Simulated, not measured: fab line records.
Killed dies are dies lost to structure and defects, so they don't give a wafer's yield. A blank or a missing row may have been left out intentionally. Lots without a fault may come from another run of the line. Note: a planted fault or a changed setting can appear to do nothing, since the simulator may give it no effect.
Matching of chambers || flow nand_harc || NHARC_A_STAIRCASE_ETCH_313 on rie_diel-05 has 4 sister chambers
The step etches the open film in CF4/CHF3. 4 wafers are shown with their chamber, then 10 later ones without.

== EACH WAFER AND ITS CHAMBER ==
{"wafer": "L081.1", "chamber": 3, "drypump_motor_current_A (A)": 5.7}
{"wafer": "L089.4", "chamber": 0, "drypump_motor_current_A (A)": 5.4}
{"wafer": "L091.2", "chamber": 1, "drypump_motor_current_A (A)": 6.5}
{"wafer": "L091.3", "chamber": 2, "drypump_motor_current_A (A)": 6.1}

== WAFERS WITH NO CHAMBER GIVEN ==
{"wafer": "L091.5", "drypump_motor_current_A (A)": 6.5}
{"wafer": "L092.3", "drypump_motor_current_A (A)": 6.1}
{"wafer": "L092.5", "drypump_motor_current_A (A)": 5.4}
{"wafer": "L092.6", "drypump_motor_current_A (A)": 6.5}
{"wafer": "L094.2", "drypump_motor_current_A (A)": 5.8}
{"wafer": "L094.3", "drypump_motor_current_A (A)": 6.1}
{"wafer": "L094.5", "drypump_motor_current_A (A)": 5.7}
{"wafer": "L095.1", "drypump_motor_current_A (A)": 6.5}
{"wafer": "L095.3", "drypump_motor_current_A (A)": 5.8}
{"wafer": "L095.5", "drypump_motor_current_A (A)": 5.8}

== CHAMBER TAKEN BY EACH ==
{"wafer": "L091.5", "from the rows above": 1, "in truth": 1}
{"wafer": "L092.3", "from the rows above": 2, "in truth": 2}
{"wafer": "L092.5", "from the rows above": 0, "in truth": 0}
{"wafer": "L092.6", "from the rows above": 1, "in truth": 1}
{"wafer": "L094.2", "from the rows above": 3, "in truth": 3}
{"wafer": "L094.3", "from the rows above": 2, "in truth": 2}
{"wafer": "L094.5", "from the rows above": 3, "in truth": 3}
{"wafer": "L095.1", "from the rows above": 1, "in truth": 1}
{"wafer": "L095.3", "from the rows above": 3, "in truth": 3}
{"wafer": "L095.5", "from the rows above": 3, "in truth": 3}
Correctly placed: 10 of 10. From these rows, 0 cannot be placed. 0 placed wrongly.
How it was worked out, from the rows above alone: a wafer's distance from a chamber is the root of the sum, over the readings, of the square of ((its reading less the chamber's mean) divided by the reading's scatter). If the next closest chamber is less than 2 further off than the closest, the wafer can't be placed; otherwise it belongs to the closest. The mean given for a chamber averages the wafers shown for that chamber. The scatter: with one shown wafer a chamber, the root of the mean of the squares of how far each hidden wafer lies from its nearest shown one.
